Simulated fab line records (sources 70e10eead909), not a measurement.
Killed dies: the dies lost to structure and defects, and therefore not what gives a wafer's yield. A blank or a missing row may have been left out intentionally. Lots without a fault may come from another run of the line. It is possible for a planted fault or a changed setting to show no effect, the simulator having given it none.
fab line records	flow nand_harc
record: lots: 11	wafers: 33	last_day: 32
route steps=1302 shown A_M1@1195 A_BONDPAD@1220 HYBRID_BOND@1242 THIN_TSV@1244 END@1302
lots that met no fault: taken from a fault-free run of the same line
start_h: the number of hours between the record's first day and the start of the first shown wafer of the lot	wait_h: hours elapsed since this lot's preceding step	" identical to the entry in the row above	L1.1+2: one row covering several wafers at once	- value missing, or start not given	* or withheld: withheld	< > ~ a bound
route shown NAME@n: NAME is a module with steps in the file, n the number in the route of the first one	usual: mean and standard deviation over wafers with no fault	same: alike in all rows	chamber/n: place in a boat	sites: the reading at each site	_std_site: standard deviation of those values	_edge_site: outer sites' mean less inner sites'	radius_mm: how far each site lies from the wafer's centre	mask NAME#n: copy n	behind: the last tool/chamber to shape the wafer	hold: why the lot was held/for how many hours/how that ended	device: the n, p or np transistor that did not switch	end of line: tests run on the same wafers once the route is complete	where a step has no rows: the recipe by itself	killed: count of dies lost to structure and defects at first sort (not the wafer's yield)	map: a wafer's dies, x killed, . not, _ none there
set.NAME: setting as actually run; set.NAME@STEP: the setting as run at that earlier step	model.NAME: the simulator's own value behind a step, which no gauge read
one table for each step of the route and one row for each wafer, over a sample of lots
services: from which hour (start_h, from the record's first day; less than 0 if before it) a tool's chamber was out of use, for how many hours, and why
== steps ==
step: NHARC_A_M1_CMP_23
recipe: t_overpolish_s: 20	target_thk_nm: 154.34
usual: edge_zone_pressure_frac: 1.000/0.0052	motor_current_A: 11.2/1.1	time_to_endpoint_s: 28.1/2.5
lot.wafer	tool	chamber	start_h	wait_h	edge_zone_pressure_frac	motor_current_A	time_to_endpoint_s
L551.1	cmp-01	2	538.04	-	1.000	10.6	32.0
L551.3	"	3	"	"	1.002	11.1	28.1
L551.2	"	0	"	"	1.004	9.3	33.8
L550.3	cmp-04	0	538.51	-	1.001	9.7	26.6
L550.5	"	2	"	"	0.998	12.9	25.0
L550.6	"	3	"	"	1.002	10.8	31.7
L552.2	cmp-02	2	553.62	-	0.998	11.6	27.7
L552.3	"	3	"	"	1.002	11.7	28.7
L552.6	"	0	"	"	1.010	12.3	26.7
L553.2	cmp-01	1	567.59	-	1.011	11.6	26.8
L553.4	"	2	"	"	0.996	10.2	30.9
L553.5	"	2	"	"	0.997	10.2	28.2
L554.4	cmp-01	2	588.92	-	0.999	10.9	33.1
L554.3	"	1	"	"	1.002	11.9	28.0
L554.5	"	3	"	"	0.995	11.5	28.2
L557.1	cmp-02	1	594.98	-	0.999	11.0	24.5
L557.6	"	1	"	"	0.999	11.8	25.3
L557.5	"	2	"	"	0.993	12.0	27.4
L555.3	cmp-02	2	597.95	-	0.999	12.4	28.2
L555.5	"	3	"	"	1.004	11.4	33.9
L555.6	"	0	"	"	0.995	11.7	31.9
L556.1	cmp-04	3	626.07	-	1.000	10.9	30.2
L556.3	"	0	"	"	0.992	10.6	28.2
L556.4	"	1	"	"	1.001	13.5	24.8
L558.1	cmp-01	3	627.71	-	1.003	11.0	25.1
L558.6	"	0	"	"	1.005	9.4	28.9
L558.5	"	1	"	"	0.994	11.3	29.7
L564.3	cmp-01	0	681.21	-	0.992	9.7	31.2
L564.5	"	0	"	"	1.002	9.4	28.0
L564.6	"	1	"	"	0.999	11.7	30.4
L568.4	cmp-01	2	727.68	-	0.999	10.9	27.7
L568.2	"	0	"	"	0.989	9.4	28.5
L568.6	"	3	"	"	1.003	10.7	27.7
step: NHARC_A_BONDPAD_ETCH_12
recipe: target_depth_a: 2200	time_s: 110	chf3_flow_sccm: 50	o2_flow_sccm: 10	ar_flow_sccm: 200	rf_w: 500	bias_w: 200	chemistry: CHF3/O2
usual: chamber_pressure_mTorr: 25.000/0.023	drypump_motor_current_A: 5.6/0.57	mfc_ar_sccm: 200.0/0.64	oes_product_au: 0.944/0.023	rf_vpp_V: 371.4/2.3	showerhead_plenum_p_Torr: 2.45/0.096	throttle_valve_pct: 20.572/0.0081
lot.wafer	tool	chamber	start_h	wait_h	chamber_pressure_mTorr	drypump_motor_current_A	mfc_ar_sccm	oes_product_au	rf_hours_counter_h	rf_vpp_V	showerhead_plenum_p_Torr	throttle_valve_pct
L551.3	rie_diel-07	2	-	-	24.986	6.5	200.6	0.973	2	372.1	2.42	20.555
L551.2	"	3	"	"	25.015	5.1	199.9	0.964	2	374.0	2.56	20.568
L551.1	"	1	"	"	25.007	5.4	199.4	0.985	2	368.6	2.34	20.573
L550.3	rie_diel-07	0	-	-	24.988	5.1	201.7	0.921	3	372.5	2.48	20.569
L550.5	"	0	"	"	25.010	5.1	200.7	0.929	-	372.2	2.48	20.565
L550.6	"	1	"	"	24.993	5.4	199.2	0.939	-	368.9	2.34	20.576
L552.2	rie_diel-07	3	-	-	24.996	5.0	199.9	0.927	2	375.3	2.56	20.574
L552.3	"	1	"	"	24.975	5.4	200.1	0.929	3	369.7	2.34	20.577
L552.6	"	3	"	"	25.004	5.1	199.5	0.919	-	375.2	2.56	20.579
L553.4	rie_diel-09	2	-	-	25.012	6.0	199.9	0.927	9	374.1	2.59	20.580
L553.2	"	0	"	"	24.978	5.2	200.2	0.946	8	374.7	2.54	20.575
L553.5	"	2	"	"	24.990	6.0	200.0	0.922	-	375.0	2.59	20.574
L554.3	rie_diel-07	0	-	-	25.012	5.0	199.6	0.928	3	371.8	2.48	20.561
L554.4	"	1	"	"	24.991	5.4	200.3	0.924	3	370.8	2.34	20.578
L554.5	"	1	"	"	24.959	5.4	200.3	0.919	-	370.2	2.34	20.571
L557.1	rie_diel-09	1	-	-	24.956	6.3	199.9	0.936	14	367.9	2.27	20.569
L557.6	"	0	"	"	25.001	5.2	199.8	0.937	-	372.6	2.54	20.567
L557.5	"	1	"	"	24.992	6.3	199.5	0.927	-	368.1	2.27	20.556
L555.3	rie_diel-07	1	-	-	25.039	5.4	201.7	0.986	4	368.3	2.34	20.592
L555.5	"	0	"	"	25.022	5.0	200.2	0.964	-	371.2	2.48	20.562
L555.6	"	1	"	"	25.005	5.4	201.1	0.984	-	368.0	2.34	20.572
L556.3	rie_diel-07	0	-	-	24.980	5.0	200.1	0.925	4	371.8	2.48	20.572
L556.4	"	1	"	"	24.989	5.4	199.2	0.928	4	369.7	2.34	20.558
L556.1	"	3	"	"	24.996	5.1	199.3	0.922	4	375.3	2.56	20.576
L558.1	rie_diel-07	2	-	-	25.010	6.5	200.0	0.939	4	369.7	2.42	20.563
L558.5	"	0	"	"	25.016	5.0	200.6	0.905	-	372.6	2.48	20.568
L558.6	"	2	"	"	24.993	6.5	199.3	0.929	-	372.2	2.42	20.580
L564.3	rie_diel-09	0	-	-	25.035	5.2	200.8	0.968	0	372.9	2.53	20.577
L564.5	"	0	"	"	25.003	5.2	200.5	0.969	-	372.4	2.53	20.580
L564.6	"	1	"	"	24.991	6.3	200.5	0.988	-	366.7	2.26	20.569
L568.2	rie_diel-07	3	-	-	24.990	5.0	200.0	0.922	3	374.2	2.56	20.565
L568.4	"	0	"	"	25.048	5.1	200.0	0.928	3	372.0	2.48	20.566
L568.6	"	0	"	"	25.004	5.0	200.4	0.933	-	372.3	2.48	20.563
step: NHARC_HYBRID_BOND_OVL_MEAS_05
usual: overlay_x_nm: -2/33	overlay_y_nm: 0/31
lot.wafer	tool	chamber	start_h	wait_h	overlay_x_nm	overlay_y_nm
L551.1	overlay-02	-	552.75	0.4	-12	17
L551.2	"	-	"	"	-24	52
L551.3	"	-	"	"	3	0
L550.3	overlay-01	-	552.75	0.4	-16	52
L550.5	"	-	"	"	-76	11
L550.6	"	-	"	"	18	-16
L552.2	overlay-02	-	569.68	0.4	-24	3
L552.3	"	-	"	"	-41	-24
L552.6	"	-	"	"	46	15
L553.2	overlay-01	-	584.05	0.4	16	-21
L553.4	"	-	"	"	-12	-11
L553.5	"	-	"	"	37	6
L557.1	overlay-02	-	606.78	0.4	31	64
L557.5	"	-	"	"	71	-3
L557.6	"	-	"	"	-36	22
L554.3	overlay-01	-	606.78	0.4	-28	12
L554.4	"	-	"	"	-31	25
L554.5	"	-	"	"	3	2
L555.3	overlay-02	-	612.78	0.4	-39	-9
L555.5	"	-	"	"	14	43
L555.6	"	-	"	"	31	-8
L558.1	overlay-02	-	641.45	0.4	68	-11
L558.5	"	-	"	"	-30	-27
L558.6	"	-	"	"	-5	-27
L556.1	overlay-01	-	641.45	0.4	9	-30
L556.3	"	-	"	"	-2	41
L556.4	"	-	"	"	40	-25
L564.3	overlay-02	-	694.36	0.4	-11	-19
L564.5	"	-	"	"	-71	-6
L564.6	"	-	"	"	-9	13
L568.2	overlay-01	-	742.54	0.4	-21	47
L568.4	"	-	"	"	-19	12
L568.6	"	-	"	"	26	3
step: NHARC_THIN_TSV_GRIND_00
recipe: target_thk_um: 6
usual: motor_current_A: 12.001/0.021
lot.wafer	tool	chamber	start_h	wait_h	hold	motor_current_A
L551.1	grinder-01	0	552.95	0.1	-	12.007
L551.2	"	0	"	"	-	11.997
L551.3	"	0	"	"	-	12.005
L550.3	grinder-01	0	554.56	1.7	-	11.992
L550.5	"	0	"	"	-	12.005
L550.6	"	0	"	"	-	12.023
L552.2	grinder-01	0	570.08	0.3	-	12.012
L552.3	"	0	"	"	-	11.979
L552.6	"	0	"	"	-	11.992
L553.2	grinder-01	0	584.46	0.3	-	12.028
L553.4	"	0	"	"	-	12.036
L553.5	"	0	"	"	-	11.997
L554.3	grinder-01	0	607.37	0.5	-	11.954
L554.4	"	0	"	"	-	12.027
L554.5	"	0	"	"	-	12.014
L557.1	grinder-01	0	608.16	1.3	-	12.013
L557.5	"	0	"	"	-	12.002
L557.6	"	0	"	"	-	12.019
L555.3	grinder-01	0	613.38	0.5	-	11.958
L555.5	"	0	"	"	-	12.015
L555.6	"	0	"	"	-	12.008
L558.1	grinder-01	0	641.65	0.1	-	12.000
L558.5	"	0	"	"	-	12.035
L558.6	"	0	"	"	-	11.989
L556.1	grinder-01	0	642.87	1.4	-	11.982
L556.3	"	0	"	"	-	12.002
L556.4	"	0	"	"	-	12.010
L564.3	grinder-01	0	696.16	1.7	-	11.992
L564.5	"	0	"	"	-	11.985
L564.6	"	0	"	"	-	12.031
L568.2	grinder-01	0	748.24	5.5	await_dispo/5.1h/release	11.988
L568.4	"	0	"	"	await_dispo/5.1h/release	11.995
L568.6	"	0	"	"	await_dispo/5.1h/release	12.006
step: NHARC_THIN_TSV_CMP_01
recipe: target_thk_um: 3
usual: edge_zone_pressure_frac: 1.000/0.0051	motor_current_A: 11.6/1.5
lot.wafer	tool	chamber	start_h	wait_h	edge_zone_pressure_frac	motor_current_A
L551.1	cmp-03	1	554.18	1.0	0.994	10.6
L551.3	"	3	"	"	0.999	16.0
L551.2	"	0	"	"	0.995	12.8
L550.3	cmp-02	0	555.40	0.6	1.003	11.9
L550.5	"	0	"	"	1.007	12.9
L550.6	"	1	"	"	0.993	11.0
L552.3	cmp-01	0	571.13	0.6	1.000	9.5
L552.2	"	3	"	"	0.998	11.2
L552.6	"	0	"	"	0.998	9.9
L553.4	cmp-03	2	585.56	0.5	1.004	12.6
L553.2	"	3	"	"	0.998	15.6
L553.5	"	1	"	"	0.998	10.9
L554.4	cmp-02	1	608.19	0.4	1.004	11.1
L554.3	"	0	"	"	1.002	12.4
L554.5	"	1	"	"	0.998	11.5
L557.1	cmp-03	0	609.39	1.0	1.000	12.7
L557.6	"	0	"	"	0.993	12.6
L557.5	"	1	"	"	0.994	10.5
L555.3	cmp-01	0	614.21	0.6	0.992	9.7
L555.6	"	0	"	"	0.984	9.5
L555.5	"	1	"	"	0.996	12.3
L558.1	cmp-02	2	642.97	1.1	1.002	12.2
L558.5	"	3	"	"	0.996	10.7
L558.6	"	0	"	"	0.994	13.3
L556.4	cmp-02	1	644.07	0.4	1.002	11.3
L556.1	"	2	"	"	0.996	12.2
L556.3	"	0	"	"	1.000	12.7
L564.3	cmp-01	3	696.98	0.6	0.994	11.3
L564.6	"	3	"	"	0.995	10.8
L564.5	"	0	"	"	0.998	9.5
L568.4	cmp-03	2	749.27	0.4	0.994	11.6
L568.2	"	1	"	"	1.004	11.0
L568.6	"	2	"	"	0.999	12.0
step: NHARC_END_SORT_01
recipe: temp_c: 25
usual: defect_limited_yield: 91.2/2.6	killed_at_array: 55/17	killed_at_other: 1.1/1.6	killed_at_periphery: 3.8/2.5	killed_dies: 60/18	killed_open: 3.3/1.9	killed_short: 2.5/1.7
same: gross_dies: 677
lot.wafer	tool	chamber	start_h	wait_h	hold	defect_limited_yield[%]	killed_at_array	killed_at_other	killed_at_periphery	killed_dies	killed_open	killed_short
L551.1	prober-02	0	572.46	2.5	-	89.2	70	0	3	73	4	2
L551.2	prober-02	0	573.26	2.8	-	87.1	84	0	3	87	5	2
L551.3	prober-02	0	574.05	3.1	-	90.1	67	0	0	67	3	1
L550.3	prober-01	0	573.99	3.1	-	88.6	67	0	10	77	7	1
L550.5	prober-01	0	575.59	3.7	-	87.7	74	1	8	83	5	3
L550.6	prober-01	0	576.39	4.0	-	90.1	61	0	6	67	4	3
L552.2	prober-02	0	589.30	2.8	-	91.3	55	0	4	59	0	3
L552.3	prober-02	0	590.11	3.1	-	87.7	75	2	6	83	3	2
L552.6	prober-02	0	592.53	4.0	-	90.8	56	1	5	62	3	1
L553.2	prober-01	0	602.43	2.8	-	87.1	79	4	4	87	2	4
L553.4	prober-01	0	604.00	3.4	-	91.3	54	2	3	59	3	1
L553.5	prober-01	0	604.79	3.6	-	90.1	63	3	1	67	5	1
L557.1	prober-01	0	624.48	2.5	-	93.6	39	0	4	43	4	5
L557.5	prober-01	0	627.64	3.7	-	94.4	36	0	2	38	3	1
L557.6	prober-01	0	628.43	4.0	-	93.8	39	0	3	42	0	4
L554.3	prober-02	0	626.07	3.1	-	89.4	70	1	1	72	6	5
L554.4	prober-02	0	626.87	3.4	-	90.4	59	3	3	65	3	3
L554.5	prober-02	0	627.68	3.7	-	89.7	65	1	4	70	3	4
L555.3	prober-01	0	633.81	3.1	-	91.0	60	0	1	61	6	1
L555.5	prober-01	0	635.39	3.7	-	91.3	56	0	3	59	5	2
L555.6	prober-01	0	636.19	4.0	-	90.1	65	0	2	67	3	1
L556.1	prober-01	0	659.74	2.5	-	86.1	92	0	2	94	2	0
L556.3	prober-01	0	661.37	3.1	-	86.4	82	3	7	92	3	1
L556.4	prober-01	0	662.19	3.4	-	88.2	77	0	3	80	5	3
L558.1	prober-02	0	659.79	2.5	-	96.0	18	6	3	27	5	2
L558.5	prober-02	0	662.92	3.6	-	95.6	19	7	4	30	3	1
L558.6	prober-02	0	663.70	3.9	-	96.6	15	4	4	23	3	1
L564.3	prober-01	0	720.68	3.1	-	91.0	54	0	7	61	5	2
L564.5	prober-01	0	722.28	3.7	-	92.0	52	0	2	54	1	2
L564.6	prober-01	0	723.09	4.0	-	92.5	49	0	2	51	5	1
L568.2	prober-01	0	773.06	2.8	await_dispo/3.4h/release	93.4	40	1	4	45	1	1
L568.4	prober-01	0	774.67	3.4	await_dispo/3.4h/release	61.4	259	1	1	261	3	2
L568.6	prober-01	0	776.29	4.0	await_dispo/3.4h/release	92.9	44	1	3	48	5	1
killed by level:class
L551.1 A_CHANNEL_HOLE_D2:chamber_film_flake=28 A_CHANNEL_HOLE_D1:chamber_film_flake=25 A_CONTACT:chamber_film_flake=9 P_CONTACT:geometric_particle:open=2 A_CHANNEL_FILL_D1:chamber_film_flake=2 P_GATE:geometric_particle:open=1 A_ONON_D2:geometric_particle:short=1 A_CHANNEL_HOLE_D2:geometric_particle:short=1
L551.2 A_CHANNEL_HOLE_D1:chamber_film_flake=40 A_CHANNEL_HOLE_D2:chamber_film_flake=27 A_CONTACT:chamber_film_flake=8 A_ZERO_WELL:chamber_film_flake=2 P_M0:geometric_particle:open=1 P_M0:geometric_particle:short=1 A_CHANNEL_HOLE_D1:geometric_particle:open=1 A_DECK1_JOINT:geometric_particle:short=1
L550.3 A_CHANNEL_HOLE_D1:chamber_film_flake=34 A_SLIT:chamber_film_flake=11 A_CHANNEL_HOLE_D2:chamber_film_flake=7 P_GATE:chamber_film_flake=3 P_CONTACT:chamber_film_flake=3 A_STAIRCASE:chamber_film_flake=3 A_WL_FILL:chamber_film_flake=3 A_ONON_D2:geometric_particle:open=2
L551.3 A_CHANNEL_HOLE_D1:chamber_film_flake=27 A_CHANNEL_HOLE_D2:chamber_film_flake=20 A_CONTACT:chamber_film_flake=12 A_SLIT:chamber_film_flake=2 A_STAIRCASE:geometric_particle:open=1 A_WL_FILL:geometric_particle:open=1 A_CONTACT:geometric_particle:open=1 A_M1:geometric_particle:short=1
L550.5 A_CHANNEL_HOLE_D1:chamber_film_flake=34 A_SLIT:chamber_film_flake=15 A_CHANNEL_HOLE_D2:chamber_film_flake=7 A_STAIRCASE:chamber_film_flake=6 A_CONTACT:chamber_film_flake=5 P_CONTACT:chamber_film_flake=4 P_CONTACT:geometric_particle:short=1 P_M0:geometric_particle:open=1
L550.6 A_SLIT:chamber_film_flake=23 A_CHANNEL_HOLE_D1:chamber_film_flake=19 A_CONTACT:chamber_film_flake=5 A_CHANNEL_HOLE_D2:chamber_film_flake=4 P_CONTACT:chamber_film_flake=3 A_ONON_D1:geometric_particle:short=2 A_STAIRCASE:chamber_film_flake=2 P_M0:geometric_particle:short=1
L552.2 A_CHANNEL_HOLE_D1:chamber_film_flake=33 A_SLIT:chamber_film_flake=12 A_CHANNEL_HOLE_D2:chamber_film_flake=4 P_M0:chamber_film_flake=3 A_STAIRCASE:chamber_film_flake=2 P_M0:geometric_particle:short=1 A_CHANNEL_FILL_D1:geometric_particle:short=1 A_ONON_D2:geometric_particle:short=1
L552.3 A_CHANNEL_HOLE_D1:chamber_film_flake=35 A_SLIT:chamber_film_flake=22 A_CHANNEL_HOLE_D2:chamber_film_flake=8 A_STAIRCASE:chamber_film_flake=3 A_CONTACT:chamber_film_flake=3 P_STI:chamber_film_flake=2 P_BONDPAD:chamber_film_flake=2 P_M1:geometric_particle:open=1
L552.6 A_CHANNEL_HOLE_D1:chamber_film_flake=31 A_SLIT:chamber_film_flake=17 P_M0:chamber_film_flake=3 A_CONTACT:chamber_film_flake=3 P_CONTACT:geometric_particle:open=1 A_ONON_D1:geometric_particle:open=1 A_WL_FILL:geometric_particle:short=1 A_BLC:geometric_particle:open=1
L553.2 A_CHANNEL_HOLE_D2:chamber_film_flake=37 A_SLIT:chamber_film_flake=30 A_CONTACT:chamber_film_flake=6 A_CHANNEL_HOLE_D1:chamber_film_flake=3 THIN_TSV:chamber_film_flake=3 P_M0:geometric_particle:short=2 A_WL_FILL:chamber_film_flake=2 P_CONTACT:geometric_particle:short=1
L553.4 A_CHANNEL_HOLE_D2:chamber_film_flake=32 A_SLIT:chamber_film_flake=11 A_CONTACT:chamber_film_flake=7 A_CHANNEL_HOLE_D1:chamber_film_flake=2 THIN_TSV:chamber_film_flake=2 P_M0:geometric_particle:open=1 P_M1:geometric_particle:open=1 P_M2:geometric_particle:open=1
L553.5 A_CHANNEL_HOLE_D2:chamber_film_flake=28 A_SLIT:chamber_film_flake=17 A_CONTACT:chamber_film_flake=7 THIN_TSV:chamber_film_flake=3 A_SGD_CUT:chamber_film_flake=2 A_SOURCE_PLATE:geometric_particle:open=1 A_SOURCE_PLATE:geometric_particle:short=1 A_CHANNEL_HOLE_D2:geometric_particle:open=1
L557.1 A_CHANNEL_HOLE_D2:chamber_film_flake=18 A_CHANNEL_HOLE_D1:chamber_film_flake=3 A_STAIRCASE:chamber_film_flake=3 A_CONTACT:chamber_film_flake=2 A_M1:chamber_film_flake=2 P_M0:geometric_particle:open=1 P_M1:geometric_particle:open=1 A_SOURCE_PLATE:geometric_particle:short=1
L554.3 A_CHANNEL_HOLE_D1:chamber_film_flake=34 A_SLIT:chamber_film_flake=16 A_CHANNEL_HOLE_D2:chamber_film_flake=4 A_ONON_D2:geometric_particle:open=3 A_WL_FILL:geometric_particle:short=2 A_ZERO_WELL:chamber_film_flake=2 P_CONTACT:geometric_particle:open=1 A_SOURCE_PLATE:geometric_particle:short=1
L554.4 A_CHANNEL_HOLE_D1:chamber_film_flake=22 A_SLIT:chamber_film_flake=21 A_CHANNEL_HOLE_D2:chamber_film_flake=5 P_ZERO_WELL:chamber_film_flake=3 A_ZERO_WELL:chamber_film_flake=2 A_STAIRCASE:chamber_film_flake=2 THIN_TSV:chamber_film_flake=2 A_ONON_D1:geometric_particle:short=1
L557.5 A_CHANNEL_HOLE_D2:chamber_film_flake=9 A_CONTACT:chamber_film_flake=7 A_CHANNEL_HOLE_D1:chamber_film_flake=6 A_M1:chamber_film_flake=4 A_STAIRCASE:chamber_film_flake=2 A_SLIT:chamber_film_flake=2 P_M0:geometric_particle:open=1 P_M1:geometric_particle:open=1
L554.5 A_CHANNEL_HOLE_D1:chamber_film_flake=28 A_SLIT:chamber_film_flake=22 A_CHANNEL_HOLE_D2:chamber_film_flake=3 A_BLC:chamber_film_flake=3 P_ZERO_WELL:chamber_film_flake=2 A_CONTACT:chamber_film_flake=2 P_GATE:geometric_particle:short=1 P_M1:geometric_particle:open=1
L557.6 A_CHANNEL_HOLE_D2:chamber_film_flake=8 A_CONTACT:chamber_film_flake=8 A_CHANNEL_HOLE_D1:chamber_film_flake=7 A_M1:chamber_film_flake=5 A_BLC:chamber_film_flake=3 A_STAIRCASE:chamber_film_flake=2 A_SLIT:chamber_film_flake=2 P_CONTACT:geometric_particle:short=1
L555.3 A_CHANNEL_HOLE_D2:chamber_film_flake=29 A_SLIT:chamber_film_flake=12 A_M1:chamber_film_flake=4 A_ZERO_WELL:chamber_film_flake=3 A_STAIRCASE:chamber_film_flake=3 P_M1:geometric_particle:open=1 A_SOURCE_PLATE:geometric_particle:open=1 A_ONON_D1:geometric_particle:open=1
L555.5 A_CHANNEL_HOLE_D2:chamber_film_flake=28 A_SLIT:chamber_film_flake=15 A_CHANNEL_HOLE_D1:chamber_film_flake=5 P_CONTACT:geometric_particle:open=1 A_ONON_D1:geometric_particle:short=1 A_ONON_D1:geometric_particle:open=1 A_CHANNEL_HOLE_D1:geometric_particle:open=1 A_CHANNEL_FILL_D2:geometric_particle:open=1
L555.6 A_CHANNEL_HOLE_D2:chamber_film_flake=29 A_SLIT:chamber_film_flake=28 A_CHANNEL_HOLE_D1:chamber_film_flake=2 A_DECK1_JOINT:chamber_film_flake=2 P_CONTACT:geometric_particle:open=1 A_ONON_D1:geometric_particle:short=1 A_CHANNEL_FILL_D1:geometric_particle:open=1 A_ONON_D2:geometric_particle:open=1
L556.1 A_CHANNEL_HOLE_D1:chamber_film_flake=36 A_SLIT:chamber_film_flake=34 A_STAIRCASE:chamber_film_flake=9 A_CHANNEL_HOLE_D2:chamber_film_flake=8 A_CONTACT:chamber_film_flake=3 P_GATE:chamber_film_flake=2 A_STAIRCASE:geometric_particle:open=1 A_CONTACT:geometric_particle:open=1
L558.1 A_CHANNEL_HOLE_D1:chamber_film_flake=6 THIN_TSV:chamber_film_flake=5 A_CONTACT:chamber_film_flake=4 A_WL_FILL:geometric_particle:short=2 P_ZERO_WELL:chamber_film_flake=2 P_GATE:geometric_particle:open=1 A_ONON_D2:geometric_particle:open=1 A_CONTACT:geometric_particle:open=1
L556.3 A_CHANNEL_HOLE_D1:chamber_film_flake=34 A_SLIT:chamber_film_flake=24 A_CHANNEL_HOLE_D2:chamber_film_flake=10 A_CONTACT:chamber_film_flake=7 A_STAIRCASE:chamber_film_flake=5 THIN_TSV:chamber_film_flake=3 P_ZERO_WELL:chamber_film_flake=2 P_GATE:chamber_film_flake=2
L556.4 A_CHANNEL_HOLE_D1:chamber_film_flake=42 A_SLIT:chamber_film_flake=12 A_CHANNEL_HOLE_D2:chamber_film_flake=9 A_STAIRCASE:chamber_film_flake=3 A_CONTACT:chamber_film_flake=3 P_M0:geometric_particle:short=1 P_M1:geometric_particle:open=1 A_SOURCE_PLATE:geometric_particle:open=1
L558.5 A_CHANNEL_HOLE_D1:chamber_film_flake=8 THIN_TSV:chamber_film_flake=7 A_CONTACT:chamber_film_flake=3 P_ZERO_WELL:chamber_film_flake=2 A_SLIT:chamber_film_flake=2 P_M2:geometric_particle:open=1 A_ONON_D1:geometric_particle:open=1 A_ONON_D2:geometric_particle:open=1
L558.6 A_CHANNEL_HOLE_D1:chamber_film_flake=8 THIN_TSV:chamber_film_flake=4 A_CONTACT:chamber_film_flake=3 P_GATE:geometric_particle:short=1 P_GATE:geometric_particle:open=1 A_ONON_D1:geometric_particle:open=1 A_BLC:geometric_particle:open=1 P_ZERO_WELL:chamber_film_flake=1
L564.3 A_CHANNEL_HOLE_D1:chamber_film_flake=33 A_CONTACT:chamber_film_flake=7 A_SLIT:chamber_film_flake=4 A_BONDPAD:chamber_film_flake=4 P_ZERO_WELL:chamber_film_flake=2 P_GATE:geometric_particle:open=1 P_CONTACT:geometric_particle:open=1 P_M0:geometric_particle:open=1
L564.5 A_CHANNEL_HOLE_D1:chamber_film_flake=38 A_CONTACT:chamber_film_flake=4 A_ZERO_WELL:chamber_film_flake=3 A_BONDPAD:chamber_film_flake=3 A_SLIT:chamber_film_flake=2 P_CONTACT:geometric_particle:open=1 A_SGD_CUT:geometric_particle:short=1 A_M1:geometric_particle:short=1
L564.6 A_CHANNEL_HOLE_D1:chamber_film_flake=26 A_CHANNEL_FILL_D1:chamber_film_flake=5 A_CONTACT:chamber_film_flake=5 A_SLIT:chamber_film_flake=3 A_BONDPAD:chamber_film_flake=3 A_SGD_CUT:geometric_particle:open=2 A_STAIRCASE:chamber_film_flake=2 P_STI:geometric_particle:open=1
L568.2 A_SLIT:chamber_film_flake=23 A_CHANNEL_HOLE_D1:chamber_film_flake=11 P_GATE:chamber_film_flake=2 A_WL_FILL:chamber_film_flake=2 A_M0:chamber_film_flake=2 P_CONTACT:geometric_particle:open=1 A_DECK1_JOINT:geometric_particle:short=1 P_CONTACT:chamber_film_flake=1
L568.4 A_M1:unspecified=225 A_SLIT:chamber_film_flake=20 A_CHANNEL_HOLE_D1:chamber_film_flake=10 A_CHANNEL_FILL_D1:geometric_particle:open=1 A_DECK1_JOINT:geometric_particle:open=1 A_CHANNEL_FILL_D2:geometric_particle:open=1 A_BLC:geometric_particle:short=1 STARTING-WAFER:geometric_particle:short=1
L568.6 A_SLIT:chamber_film_flake=27 A_CHANNEL_HOLE_D1:chamber_film_flake=11 P_M1:geometric_particle:open=1 P_M2:geometric_particle:open=1 STARTING-WAFER:geometric_particle:open=1 A_WL_FILL:geometric_particle:short=1 A_WL_FILL:geometric_particle:open=1 A_CONTACT:geometric_particle:open=1
== services ==
tool	chamber	start_h	hours	kind
rie_diel-07	3	523.40	4.1	repair
cmp-02	-	526.73	4.0	pm
grinder-01	-	535.62	0.4	repair
cmp-01	-	547.87	1.2	repair
rie_diel-07	0	572.60	3.6	repair
grinder-01	-	573.14	1.6	repair
cmp-01	-	590.24	4.0	pm
rie_diel-07	2	594.18	2.5	repair
grinder-01	-	598.02	0.8	repair
cmp-02	-	612.66	14.0	repair
cmp-01	-	621.96	1.3	repair
rie_diel-07	1	628.97	2.6	repair
rie_diel-07	-	648.37	9.0	pm
cmp-02	-	652.32	1.5	repair
cmp-02	-	654.74	9.5	repair
rie_diel-07	2	683.62	6.8	repair
cmp-01	-	688.24	4.0	pm
cmp-01	-	717.56	2.8	repair
cmp-01	-	722.64	1.1	repair
cmp-01	-	728.93	0.8	repair
grinder-01	-	736.34	8.0	pm
rie_diel-07	2	739.02	7.1	repair
rie_diel-07	0	747.07	9.9	repair
rie_diel-07	3	747.47	15.9	repair
== key ==
first_sign: step: NHARC_END_SORT_01	reading: killed_at_array	direction: up	sigmas: 12	usual: 55	struck: 259
effect: step: NHARC_END_SORT_01	reading: defect_limited_yield	direction: down	sigmas: 11	usual: 91.2	struck: 61.4
more_kills_born_at: NHARC_A_M1_CMP_23@cmp-01: 225
met_at NHARC_A_M1_CMP_23
struck_lots L568
struck_wafers L568.4
not_acting_at NHARC_A_BONDPAD_ETCH_12,NHARC_HYBRID_BOND_OVL_MEAS_05,NHARC_THIN_TSV_CMP_01
onset_between 588.92 727.68
fault: kind: chamber_particle_source	tool: cmp-01	chamber: 2	onset_h: 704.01	steps: NHARC_A_M1_CMP_23	rate_per_visit_cm2: 0.50628	end_h: 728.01
